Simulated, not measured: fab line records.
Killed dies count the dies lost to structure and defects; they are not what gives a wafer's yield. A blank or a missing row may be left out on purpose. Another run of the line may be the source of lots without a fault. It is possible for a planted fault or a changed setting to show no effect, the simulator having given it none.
A struck lot beside a sound one ; flow n5_finfet ; 15 steps out of a route of 1938
Sound: the wafers L197.4, L197.5, L197.6. Struck: wafer L210.5 (left out: L210.4, L210.6 of the same lot, which were not struck); the cause appears at the end.
Per side, at each step with rows, come the tool, then ch with its chambers, and then its first start. Under that, the readings that differ: sound wafers ; struck wafers ; difference of the means ; sigmas: that difference in standard deviations of wafers without a fault.
alike: a reading whose means differ by less than 2 such deviations, as well as words and numbers matching on both sides. not compared: withheld readings; readings where some wafer has no value; bounds like >300 that might hide an equal value; numbers whose values overlap and for which the record gives no deviation.
The two part at a step that has a row with sigmas, a row that says differs or no value, or rows on one side only. Numbers that have no deviation but don't overlap get no sigmas and don't part them. A reading that every wafer of one side lacks parts them only if that side has two wafers or more.

first, 8 steps without rows for these wafers: N5_BEOL_M9_COAT_64 (time 60 s, resist thk 12 nm); N5_BEOL_M9_COAT_75 (time 60 s, resist thk 5 nm); N5_BEOL_M9_COAT_22 (resist thk 30 nm); N5_BEOL_M9_EBR_24; N5_BEOL_M9_SOFTBAKE_23 (time 60 s); N5_BEOL_M9_EXPOSE_25 (exposes mask V8); N5_BEOL_M9_PEB_26 (peb time 60 s); N5_BEOL_M9_DEVELOP_27 (develop time 30 s).
N5_BEOL_M9_CD_MEAS_28 targets a cd of 70 nm.
  sound on cd_sem-02 ch 0, day 10 15:08; struck on cd_sem-02 ch 0, day 14 00:50
  alike: cd_nm
N5_BEOL_M9_OVL_MEAS_29:
  sound on overlay-02 ch 0, day 10 15:10; struck on overlay-02 ch 0, day 14 00:52
  alike: V8_OVL
N5_BEOL_M9_INSPECT_30: inspects for defects (brightfield).
  sound: defect_inspect-01 at day 10 15:13; struck: defect_inspect-02 at day 14 00:55
reading;sound;struck;difference;sigmas
raw_defect_count;302 280 247;560;+284;+3
N5_BEOL_M9_DESCUM_33: chemistry O2, time 7 s.
  sound on rie_diel-02 ch 0,2,3, day 10 15:15; struck on rie_diel-02 ch 1, day 14 00:56
  alike: drypump_motor_current_A, oes_product_au, rf_vpp_V, showerhead_plenum_p_Torr, throttle_valve_pct
  not compared: rf_hours_counter_h
N5_BEOL_M9_ETCH_76: etches underlayer in N2/H2, target depth 6.5 nm, time 5.2 s.
  sound on rie_diel-02 ch 0,2,3, day 10 15:17; struck on rie_diel-02 ch 1, day 14 00:59
reading;sound;struck;difference;sigmas
etch_rf_on_time_s (s);5.04 5.35 5.17;3.48;-1.71;-14
oes_product_au (a.u.);0.62 0.59 0.62;0.77;+0.16;+3
  alike: drypump_motor_current_A, rf_vpp_V, showerhead_plenum_p_Torr, throttle_valve_pct
  not compared: rf_hours_counter_h
N5_BEOL_M9_ETCH_65: etches SiARC in CF4, target depth 15.6 nm, time 26 s.
  sound on rie_diel-02 ch 0,2,3, day 10 15:18; struck on rie_diel-02 ch 1, day 14 01:00
  alike: drypump_motor_current_A, etch_rf_on_time_s, oes_product_au, rf_vpp_V, showerhead_plenum_p_Torr, throttle_valve_pct
  not compared: rf_hours_counter_h
next, for these wafers, 1 step has no rows: N5_PASSIVATION_PROBE_49.

== WHERE THEY PART ==
At N5_BEOL_M9_INSPECT_30 first; at N5_BEOL_M9_ETCH_76 last (within this record only). Later steps at which nothing parts them and some readings are alike: N5_BEOL_M9_ETCH_65.

WHY: whatever the simulator had introduced
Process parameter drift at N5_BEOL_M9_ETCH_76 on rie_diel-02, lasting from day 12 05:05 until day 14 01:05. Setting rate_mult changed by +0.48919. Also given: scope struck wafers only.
